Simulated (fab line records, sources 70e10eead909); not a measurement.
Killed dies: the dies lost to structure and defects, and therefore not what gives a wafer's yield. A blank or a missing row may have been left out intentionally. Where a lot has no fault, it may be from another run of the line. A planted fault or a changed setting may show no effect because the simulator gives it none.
fab line records	flow nand-harc	part 1 of 2: steps 1 to 13 of 24
[record] lots = 5	wafers = 15	last-day = 32
route steps=1302 shown A_STAIRCASE@737
lots that met no fault: from a run of the same line without faults
start-h: the number of hours between the record's first day and the start of the first shown wafer of the lot	wait-h: time in hours since the lot's previous step	" as in the row above	L1.1+2: one row covering several wafers at once	- no value present, or no start provided	* or withheld: withheld	< > ~ a bound
route shown NAME@n: NAME is a module with steps in the file, n the number in the route of the first one	usual: mean and standard deviation over wafers with no fault	same: alike in all rows	chamber/n: place in a boat	sites: each site's reading	_std_site: the values' standard deviation	_edge_site: the outer-site mean with the inner-site mean subtracted	radius-mm: how far each site lies from the wafer's centre	mask NAME#n: copy n	behind: the most recent tool/chamber to have shaped the wafer	hold: why the lot went on hold/how many hours it stayed there/how the hold came to an end	device: the n, p or np transistor that did not switch	end of line: tests of these same wafers at the route's end	step lacking rows: just its recipe	killed: dies lost to structure and defects at the first sort, not the wafer's yield	map: the dies of a wafer, with x for killed, . for not killed, _ for no die there
set.NAME: the setting that was run; set.NAME@STEP: the one run at that earlier step	model.NAME: the simulator's own value behind a step, which no gauge read
certain route steps with their lots: each step a table, each wafer a row
services: from which hour (start-h, from the record's first day; less than 0 if before it) a tool's chamber was out of use, for how many hours, and why
[[steps]]
[step NHARC_A_STAIRCASE_ETCH_223]
[recipe] target-depth-a = 1000	time-s = 40.5	ion-energy-ev = 400	c4f8-flow-sccm = 20	o2-flow-sccm = 10	ar-flow-sccm = withheld	rf-w = 600	bias-w = 1000	chemistry = C4F8/O2
[usual] chamber-pressure-mTorr = 25.003/0.02	oes-product-au = 0.939/0.013	rf-fwd-power-W = 592.9/2.5	rf-vpp-V = 895/5.9
lot.wafer	tool	chamber	start-h	wait-h	chamber-pressure-mTorr	oes-product-au	rf-fwd-power-W	rf-hours-counter-h	rf-vpp-V
L074.3	rie-diel-07	1	-	-	25.008	0.931	596.7	26	896
L074.2	"	3	"	"	24.984	0.944	594.8	20	899
L074.5	"	1	"	"	24.971	0.936	593.4	-	896
L083.4	rie-diel-02	2	-	-	25.023	0.938	588.2	21	895
L083.6	"	2	"	"	25.024	0.929	589.2	-	893
L083.5	"	3	"	"	25.020	0.926	594.3	-	904
L086.3	rie-diel-02	2	-	-	25.008	0.918	592.8	30	895
L086.4	"	3	"	"	24.964	0.924	594.9	-	903
L086.6	"	0	"	"	25.015	0.928	592.7	-	900
L091.6	rie-diel-02	1	-	-	25.012	0.960	590.8	-	902
L091.5	"	3	"	"	25.025	0.930	592.2	-	903
L091.4	"	0	"	"	25.060	0.945	595.1	-	900
L094.3	rie-diel-02	3	-	-	24.975	0.923	594.8	57	904
L094.6	"	0	"	"	25.008	0.937	594.1	-	898
L094.4	"	3	"	"	25.000	0.924	596.7	-	902
[step NHARC_A_STAIRCASE_TRIM_224]
[recipe] time-s = 211.2	o2-flow-sccm = 500	ar-flow-sccm = 0	bias-w = 0	chemistry = O2
[usual] chamber-pressure-mTorr = 60.01/0.051	drypump-motor-current-A = 5.7/0.42	oes-product-au = 0.997/0.011	rf-vpp-V = 57.6/0.92	showerhead-plenum-p-Torr = 3.51/0.16	throttle-valve-pct = 17.037/0.008
lot.wafer	tool	chamber	start-h	wait-h	chamber-pressure-mTorr	drypump-motor-current-A	oes-product-au	rf-hours-counter-h	rf-vpp-V	showerhead-plenum-p-Torr	throttle-valve-pct
L074.3	rie-diel-07	2	-	-	60.08	5.9	1.001	25	57.0	3.33	17.039
L074.2	"	3	"	"	60.00	6.3	1.008	20	56.7	3.57	17.041
L074.5	"	2	"	"	59.95	5.9	1.007	-	56.9	3.33	17.040
L083.4	rie-diel-02	0	-	-	60.08	5.3	1.001	7	58.2	3.62	17.027
L083.5	"	1	"	"	60.00	5.3	1.000	-	58.0	3.73	17.052
L083.6	"	2	"	"	59.95	6.0	0.985	-	57.5	3.48	17.032
L086.4	rie-diel-02	3	-	-	59.85	5.2	0.990	30	58.0	3.73	17.044
L086.3	"	0	"	"	60.05	5.3	0.992	17	57.9	3.62	17.028
L086.6	"	3	"	"	59.98	5.2	0.990	-	57.4	3.73	17.029
L091.6	rie-diel-02	3	-	-	59.94	5.2	0.981	-	59.1	3.72	17.030
L091.4	"	0	"	"	60.09	5.3	0.998	-	57.5	3.61	17.037
L091.5	"	1	"	"	59.93	5.3	1.000	-	58.1	3.72	17.046
L094.3	rie-diel-02	1	-	-	60.04	5.3	0.997	47	58.0	3.71	17.052
L094.4	"	0	"	"	59.99	5.3	0.999	-	58.8	3.60	17.035
L094.6	"	3	"	"	60.02	5.2	0.978	-	58.7	3.72	17.036
[step NHARC_A_STAIRCASE_ETCH_225]
[recipe] target-depth-a = 1000	time-s = 40.5	ion-energy-ev = 400	c4f8-flow-sccm = 20	o2-flow-sccm = 10	ar-flow-sccm = withheld	rf-w = 600	bias-w = 1000	chemistry = C4F8/O2
[usual] chamber-pressure-mTorr = 24.997/0.018	oes-product-au = 0.943/0.012	rf-fwd-power-W = 592.9/2.6	rf-vpp-V = 895/6
lot.wafer	tool	chamber	start-h	wait-h	chamber-pressure-mTorr	oes-product-au	rf-fwd-power-W	rf-hours-counter-h	rf-vpp-V
L074.3	rie-diel-07	1	-	-	25.028	0.927	594.3	26	898
L074.2	"	2	"	"	24.998	0.950	591.0	25	890
L074.5	"	3	"	"	24.990	0.949	593.6	-	897
L083.4	rie-diel-02	3	-	-	24.977	0.928	593.1	19	903
L083.6	"	0	"	"	24.996	0.938	599.3	-	899
L083.5	"	1	"	"	24.975	0.940	593.5	-	903
L086.4	rie-diel-02	1	-	-	24.992	0.931	591.7	22	902
L086.3	"	0	"	"	24.991	0.950	596.0	17	900
L086.6	"	2	"	"	25.020	0.934	591.5	-	894
L091.5	rie-diel-02	0	-	-	24.982	0.946	595.1	-	900
L091.4	"	1	"	"	25.010	0.948	593.3	-	903
L091.6	"	3	"	"	24.986	0.918	593.7	-	903
L094.3	rie-diel-02	1	-	-	24.978	0.939	592.0	48	904
L094.4	"	3	"	"	24.995	0.920	594.5	-	902
L094.6	"	1	"	"	24.999	0.946	587.4	-	901
[step NHARC_A_STAIRCASE_TRIM_226]
[recipe] time-s = 211.2	o2-flow-sccm = 500	ar-flow-sccm = 0	bias-w = 0	chemistry = O2
[usual] chamber-pressure-mTorr = 60.00/0.049	drypump-motor-current-A = 5.6/0.44	oes-product-au = 0.998/0.012	rf-vpp-V = 57.8/0.9	showerhead-plenum-p-Torr = 3.51/0.16	throttle-valve-pct = 17.037/0.0093
lot.wafer	tool	chamber	start-h	wait-h	chamber-pressure-mTorr	drypump-motor-current-A	oes-product-au	rf-hours-counter-h	rf-vpp-V	showerhead-plenum-p-Torr	throttle-valve-pct
L074.2	rie-diel-07	2	-	-	59.93	5.9	1.007	25	57.5	3.33	17.042
L074.3	"	0	"	"	60.07	5.8	0.999	21	57.8	3.37	17.034
L074.5	"	3	"	"	60.03	6.3	1.000	-	58.4	3.57	17.037
L083.4	rie-diel-02	1	-	-	60.03	5.2	1.000	20	58.6	3.73	17.035
L083.5	"	1	"	"	60.03	5.2	0.998	-	58.9	3.73	17.034
L083.6	"	2	"	"	59.98	6.0	0.978	-	58.0	3.48	17.048
L086.3	rie-diel-02	0	-	-	59.99	5.3	0.995	17	58.7	3.62	17.036
L086.4	"	2	"	"	59.96	6.0	0.983	31	57.8	3.47	17.021
L086.6	"	0	"	"	60.01	5.3	1.001	-	57.6	3.62	17.030
L091.4	rie-diel-02	3	-	-	60.04	5.2	0.985	-	57.1	3.72	17.045
L091.5	"	0	"	"	60.01	5.3	1.006	-	58.9	3.61	17.050
L091.6	"	1	"	"	59.95	5.2	1.001	-	58.3	3.72	17.035
L094.3	rie-diel-02	0	-	-	59.94	5.3	1.004	42	58.5	3.60	17.021
L094.6	"	3	"	"	60.09	5.2	0.995	-	58.2	3.72	17.041
L094.4	"	0	"	"	59.98	5.3	1.010	-	59.3	3.60	17.039
[step NHARC_A_STAIRCASE_ETCH_227]
[recipe] target-depth-a = 1000	time-s = 40.5	ion-energy-ev = 400	c4f8-flow-sccm = 20	o2-flow-sccm = 10	ar-flow-sccm = withheld	rf-w = 600	bias-w = 1000	chemistry = C4F8/O2
[usual] chamber-pressure-mTorr = 24.999/0.023	oes-product-au = 0.939/0.013	rf-fwd-power-W = 592.7/2.5	rf-vpp-V = 895/5.7
lot.wafer	tool	chamber	start-h	wait-h	chamber-pressure-mTorr	oes-product-au	rf-fwd-power-W	rf-hours-counter-h	rf-vpp-V
L074.2	rie-diel-07	0	-	-	25.028	0.924	595.3	21	890
L074.3	"	3	"	"	25.038	0.932	594.8	20	897
L074.5	"	1	"	"	24.977	0.913	593.1	-	894
L083.4	rie-diel-02	3	-	-	24.978	0.927	594.6	19	903
L083.5	"	2	"	"	25.036	0.917	593.4	-	895
L083.6	"	3	"	"	25.029	0.922	592.7	-	903
L086.3	rie-diel-02	3	-	-	25.008	0.922	593.9	30	903
L086.4	"	2	"	"	24.986	0.934	594.6	31	894
L086.6	"	3	"	"	24.974	0.923	594.8	-	903
L091.6	rie-diel-02	0	-	-	25.016	0.959	594.9	-	899
L091.4	"	1	"	"	25.004	0.943	596.5	-	901
L091.5	"	3	"	"	24.986	0.929	591.7	-	902
L094.3	rie-diel-02	3	-	-	24.991	0.936	593.7	57	902
L094.6	"	1	"	"	24.986	0.943	590.8	-	903
L094.4	"	3	"	"	25.019	0.914	595.6	-	903
[step NHARC_A_STAIRCASE_TRIM_229]
[recipe] time-s = 211.2	o2-flow-sccm = 500	ar-flow-sccm = 0	bias-w = 0	chemistry = O2
[usual] chamber-pressure-mTorr = 60.01/0.055	drypump-motor-current-A = 5.6/0.44	oes-product-au = 0.999/0.012	rf-vpp-V = 57.7/0.99	showerhead-plenum-p-Torr = 3.51/0.16	throttle-valve-pct = 17.036/0.0082
lot.wafer	tool	chamber	start-h	wait-h	chamber-pressure-mTorr	drypump-motor-current-A	oes-product-au	rf-hours-counter-h	rf-vpp-V	showerhead-plenum-p-Torr	throttle-valve-pct
L074.3	rie-diel-10	0	378.86	0.1	59.97	6.0	1.040	46	58.3	3.78	17.028
L074.2	"	3	"	"	60.06	5.0	1.005	47	57.4	3.41	17.033
L074.5	"	0	"	"	60.06	6.0	1.034	-	59.7	3.78	17.019
L083.4	rie-diel-02	3	464.50	0.1	60.03	5.3	0.984	20	59.0	3.74	17.045
L083.5	"	0	"	"	60.02	5.3	0.993	-	57.2	3.62	17.042
L083.6	"	1	"	"	60.02	5.3	0.997	-	58.0	3.73	17.043
L086.4	rie-diel-07	3	484.52	0.1	59.87	6.2	0.977	1	58.0	3.56	17.040
L086.3	"	0	"	"	60.01	5.8	0.994	1	57.9	3.35	17.035
L086.6	"	3	"	"	59.98	6.2	0.983	-	58.3	3.56	17.040
L091.4	rie-diel-10	0	546.87	0.1	59.97	6.0	1.011	42	56.9	3.74	17.043
L091.5	"	1	"	"	60.01	5.9	1.013	-	56.2	3.29	17.051
L091.6	"	2	"	"	60.08	4.8	1.001	-	57.9	3.38	17.021
L094.3	rie-diel-02	0	565.33	0.1	60.03	5.3	1.006	42	57.1	3.60	17.043
L094.4	"	0	"	"	59.98	5.3	0.995	-	59.7	3.60	17.033
L094.6	"	3	"	"	59.95	5.2	0.977	-	58.5	3.72	17.024
[step NHARC_A_STAIRCASE_ETCH_230]
[recipe] target-depth-a = 1000	time-s = 40.5	ion-energy-ev = 400	c4f8-flow-sccm = 20	o2-flow-sccm = 10	ar-flow-sccm = withheld	rf-w = 600	bias-w = 1000	chemistry = C4F8/O2
[usual] chamber-pressure-mTorr = 25.003/0.026	oes-product-au = 0.957/0.019	rf-fwd-power-W = 592.9/2.4	rf-vpp-V = 895/6
lot.wafer	tool	chamber	start-h	wait-h	chamber-pressure-mTorr	oes-product-au	rf-fwd-power-W	rf-hours-counter-h	rf-vpp-V
L074.3	rie-diel-10	2	-	-	25.013	1.003	593.2	39	892
L074.2	"	3	"	"	25.019	0.987	590.4	47	892
L074.5	"	1	"	"	25.009	0.977	592.3	-	890
L083.4	rie-diel-02	1	-	-	24.991	0.948	590.8	21	903
L083.6	"	3	"	"	25.042	0.932	592.8	-	904
L083.5	"	0	"	"	24.993	0.933	593.4	-	899
L086.4	rie-diel-07	3	-	-	25.015	0.935	596.8	1	899
L086.3	"	1	"	"	24.930	0.944	596.4	1	895
L086.6	"	0	"	"	24.973	0.922	597.0	-	890
L091.4	rie-diel-10	2	-	-	25.009	0.968	589.5	38	891
L091.5	"	1	"	"	24.952	0.965	594.7	-	888
L091.6	"	2	"	"	25.071	0.967	590.9	-	890
L094.3	rie-diel-02	1	-	-	24.988	0.939	592.3	48	904
L094.6	"	3	"	"	24.994	0.929	589.1	-	901
L094.4	"	0	"	"	24.982	0.950	595.4	-	898
[step NHARC_A_STAIRCASE_TRIM_231]
[recipe] time-s = 211.2	o2-flow-sccm = 500	ar-flow-sccm = 0	bias-w = 0	chemistry = O2
[usual] chamber-pressure-mTorr = 60.00/0.056	drypump-motor-current-A = 5.6/0.44	oes-product-au = 0.998/0.011	rf-vpp-V = 57.7/0.92	showerhead-plenum-p-Torr = 3.50/0.16	throttle-valve-pct = 17.037/0.0097
lot.wafer	tool	chamber	start-h	wait-h	chamber-pressure-mTorr	drypump-motor-current-A	oes-product-au	rf-hours-counter-h	rf-vpp-V	showerhead-plenum-p-Torr	throttle-valve-pct
L074.2	rie-diel-10	1	-	-	59.91	5.9	1.004	34	59.4	3.32	17.037
L074.3	"	3	"	"	60.06	5.0	0.985	47	57.2	3.41	17.034
L074.5	"	1	"	"	59.92	5.9	1.001	-	57.3	3.32	17.052
L083.4	rie-diel-02	1	-	-	60.03	5.3	0.997	21	58.7	3.73	17.040
L083.5	"	2	"	"	60.00	6.0	0.989	-	56.5	3.48	17.057
L083.6	"	3	"	"	59.97	5.2	0.998	-	58.0	3.74	17.040
L086.4	rie-diel-07	0	-	-	60.09	5.8	0.994	1	56.0	3.35	17.030
L086.3	"	2	"	"	60.03	6.0	1.002	1	58.0	3.31	17.046
L086.6	"	0	"	"	59.93	5.8	0.993	-	56.5	3.35	17.044
L091.4	rie-diel-10	1	-	-	60.04	6.0	1.012	42	57.2	3.29	17.022
L091.6	"	0	"	"	59.93	6.0	1.008	-	59.1	3.74	17.028
L091.5	"	1	"	"	59.93	5.9	1.013	-	56.6	3.29	17.038
L094.3	rie-diel-02	3	-	-	60.06	5.2	0.974	57	59.3	3.72	17.047
L094.6	"	1	"	"	59.92	5.3	0.991	-	59.3	3.71	17.046
L094.4	"	3	"	"	60.05	5.3	0.970	-	58.7	3.72	17.044
[step NHARC_A_STAIRCASE_ETCH_232]
[recipe] target-depth-a = 1000	time-s = 40.5	ion-energy-ev = 400	c4f8-flow-sccm = 20	o2-flow-sccm = 10	ar-flow-sccm = withheld	rf-w = 600	bias-w = 1000	chemistry = C4F8/O2
[usual] chamber-pressure-mTorr = 25.001/0.024	oes-product-au = 0.948/0.014	rf-fwd-power-W = 592.6/2.5	rf-vpp-V = 895/6.1
lot.wafer	tool	chamber	start-h	wait-h	chamber-pressure-mTorr	oes-product-au	rf-fwd-power-W	rf-hours-counter-h	rf-vpp-V
L074.3	rie-diel-10	2	-	-	24.992	0.987	590.1	39	892
L074.2	"	3	"	"	24.982	0.958	589.5	47	891
L074.5	"	3	"	"	24.933	0.955	588.9	-	892
L083.4	rie-diel-02	1	-	-	24.997	0.944	590.7	21	905
L083.5	"	0	"	"	25.030	0.952	595.7	-	901
L083.6	"	1	"	"	25.034	0.937	595.5	-	903
L086.3	rie-diel-07	3	-	-	25.017	0.929	593.8	1	897
L086.4	"	0	"	"	24.995	0.922	592.7	1	889
L086.6	"	0	"	"	24.980	0.912	594.0	-	889
L091.4	rie-diel-10	3	-	-	24.982	0.959	590.7	39	892
L091.6	"	1	"	"	25.021	0.956	595.1	-	886
L091.5	"	2	"	"	24.982	0.956	593.2	-	890
L094.3	rie-diel-02	0	-	-	24.993	0.940	595.4	42	900
L094.4	"	3	"	"	25.052	0.933	591.8	-	901
L094.6	"	0	"	"	25.005	0.937	594.5	-	900
[step NHARC_A_STAIRCASE_TRIM_233]
[recipe] time-s = 211.2	o2-flow-sccm = 500	ar-flow-sccm = 0	bias-w = 0	chemistry = O2
[usual] chamber-pressure-mTorr = 60.00/0.058	drypump-motor-current-A = 5.6/0.44	oes-product-au = 0.999/0.012	rf-vpp-V = 57.7/0.9	showerhead-plenum-p-Torr = 3.51/0.16	throttle-valve-pct = 17.036/0.0084
lot.wafer	tool	chamber	start-h	wait-h	chamber-pressure-mTorr	drypump-motor-current-A	oes-product-au	rf-hours-counter-h	rf-vpp-V	showerhead-plenum-p-Torr	throttle-valve-pct
L074.2	rie-diel-10	0	-	-	60.02	6.0	1.027	47	58.2	3.78	17.044
L074.3	"	2	"	"	60.11	4.8	1.021	39	58.2	3.41	17.040
L074.5	"	3	"	"	60.07	5.0	0.998	-	56.3	3.41	17.029
L083.4	rie-diel-02	0	-	-	60.03	5.3	1.001	8	58.8	3.62	17.023
L083.5	"	3	"	"	59.93	5.3	0.982	-	59.4	3.74	17.037
L083.6	"	0	"	"	60.01	5.3	0.990	-	57.8	3.62	17.031
L086.3	rie-diel-07	1	-	-	60.01	5.8	0.987	1	56.9	3.53	17.037
L086.4	"	2	"	"	60.02	6.0	0.997	1	58.1	3.31	17.043
L086.6	"	0	"	"	60.06	5.8	0.985	-	57.1	3.35	17.040
L091.4	rie-diel-10	3	-	-	60.02	5.0	1.000	39	57.8	3.38	17.034
L091.5	"	0	"	"	59.96	6.0	1.020	-	58.9	3.74	17.053
L091.6	"	1	"	"	60.08	5.9	1.015	-	57.1	3.29	17.046
L094.3	rie-diel-02	1	-	-	60.03	5.3	0.991	48	57.6	3.71	17.025
L094.4	"	3	"	"	60.05	5.3	0.978	-	58.3	3.72	17.044
L094.6	"	0	"	"	60.01	5.2	0.996	-	57.2	3.60	17.026
[step NHARC_A_STAIRCASE_ETCH_234]
[recipe] target-depth-a = 1000	time-s = 40.5	ion-energy-ev = 400	c4f8-flow-sccm = 20	o2-flow-sccm = 10	ar-flow-sccm = withheld	rf-w = 600	bias-w = 1000	chemistry = C4F8/O2
[usual] chamber-pressure-mTorr = 25.002/0.021	oes-product-au = 0.944/0.014	rf-fwd-power-W = 592.9/2.6	rf-vpp-V = 895/6
lot.wafer	tool	chamber	start-h	wait-h	chamber-pressure-mTorr	oes-product-au	rf-fwd-power-W	rf-hours-counter-h	rf-vpp-V
L074.2	rie-diel-10	3	-	-	25.022	0.945	591.5	48	893
L074.3	"	1	"	"	25.028	0.960	593.3	34	887
L074.5	"	2	"	"	25.019	0.972	589.3	-	892
L083.4	rie-diel-02	0	-	-	24.969	0.934	595.7	8	900
L083.6	"	1	"	"	25.029	0.930	586.9	-	903
L083.5	"	2	"	"	24.971	0.917	594.9	-	893
L086.3	rie-diel-07	1	-	-	25.007	0.927	595.8	1	895
L086.4	"	2	"	"	24.965	0.949	592.9	1	889
L086.6	"	1	"	"	25.022	0.929	592.0	-	897
L091.4	rie-diel-10	3	-	-	25.007	0.959	587.9	39	890
L091.6	"	1	"	"	24.969	0.953	595.0	-	887
L091.5	"	2	"	"	25.030	0.968	591.5	-	891
L094.3	rie-diel-02	3	-	-	24.983	0.932	594.2	57	902
L094.4	"	1	"	"	25.005	0.948	594.0	-	904
L094.6	"	3	"	"	25.011	0.922	591.5	-	903
[step NHARC_A_STAIRCASE_TRIM_235]
[recipe] time-s = 211.2	o2-flow-sccm = 500	ar-flow-sccm = 0	bias-w = 0	chemistry = O2
[usual] chamber-pressure-mTorr = 60.01/0.056	drypump-motor-current-A = 5.6/0.44	oes-product-au = 0.998/0.012	rf-vpp-V = 57.7/0.88	showerhead-plenum-p-Torr = 3.51/0.16	throttle-valve-pct = 17.037/0.0084
lot.wafer	tool	chamber	start-h	wait-h	chamber-pressure-mTorr	drypump-motor-current-A	oes-product-au	rf-hours-counter-h	rf-vpp-V	showerhead-plenum-p-Torr	throttle-valve-pct
L074.3	rie-diel-10	3	-	-	59.98	5.0	0.993	48	57.7	3.41	17.046
L074.2	"	1	"	"	60.02	5.9	1.010	34	57.1	3.32	17.038
L074.5	"	3	"	"	59.95	5.0	0.990	-	56.8	3.41	17.027
L083.4	rie-diel-02	3	-	-	59.90	5.2	0.990	20	57.7	3.74	17.035
L083.6	"	1	"	"	60.08	5.3	1.003	-	60.3	3.73	17.041
L083.5	"	2	"	"	60.00	6.0	0.985	-	58.5	3.48	17.020
L086.3	rie-diel-07	3	-	-	59.93	6.2	0.974	1	58.8	3.56	17.040
L086.4	"	2	"	"	59.97	5.9	0.991	1	57.9	3.31	17.021
L086.6	"	3	"	"	59.97	6.2	0.988	-	57.5	3.56	17.045
L091.4	rie-diel-10	3	-	-	60.04	5.0	1.002	39	58.2	3.38	17.037
L091.6	"	0	"	"	60.02	6.0	1.016	-	59.4	3.74	17.035
L091.5	"	1	"	"	60.03	5.9	1.015	-	55.7	3.29	17.031
L094.3	rie-diel-02	3	-	-	60.10	5.2	0.992	58	58.7	3.72	17.029
L094.6	"	3	"	"	60.00	5.2	0.980	-	58.4	3.72	17.042
L094.4	"	0	"	"	60.00	5.2	1.008	-	58.0	3.60	17.033
[step NHARC_A_STAIRCASE_ETCH_236]
[recipe] target-depth-a = 1000	time-s = 40.5	ion-energy-ev = 400	c4f8-flow-sccm = 20	o2-flow-sccm = 10	ar-flow-sccm = withheld	rf-w = 600	bias-w = 1000	chemistry = C4F8/O2
[usual] chamber-pressure-mTorr = 24.998/0.023	oes-product-au = 0.944/0.013	rf-fwd-power-W = 593.0/2.6	rf-vpp-V = 895/6
lot.wafer	tool	chamber	start-h	wait-h	chamber-pressure-mTorr	oes-product-au	rf-fwd-power-W	rf-hours-counter-h	rf-vpp-V
L074.3	rie-diel-10	2	-	-	25.019	0.976	592.0	39	890
L074.2	"	0	"	"	24.989	0.956	594.7	47	905
L074.5	"	3	"	"	24.983	0.940	592.1	-	892
L083.4	rie-diel-02	1	-	-	24.999	0.935	593.6	21	903
L083.6	"	1	"	"	24.986	0.933	590.3	-	905
L083.5	"	2	"	"	24.996	0.916	589.5	-	895
L086.4	rie-diel-07	0	-	-	25.036	0.930	595.7	1	889
L086.3	"	1	"	"	24.978	0.943	596.8	2	896
L086.6	"	3	"	"	25.013	0.916	593.1	-	897
L091.4	rie-diel-10	3	-	-	25.019	0.944	589.0	39	891
L091.5	"	1	"	"	24.993	0.955	594.3	-	888
L091.6	"	2	"	"	25.010	0.974	591.3	-	891
L094.3	rie-diel-02	0	-	-	25.021	0.951	597.3	43	899
L094.6	"	0	"	"	25.021	0.954	597.7	-	897
L094.4	"	3	"	"	25.013	0.934	593.2	-	903
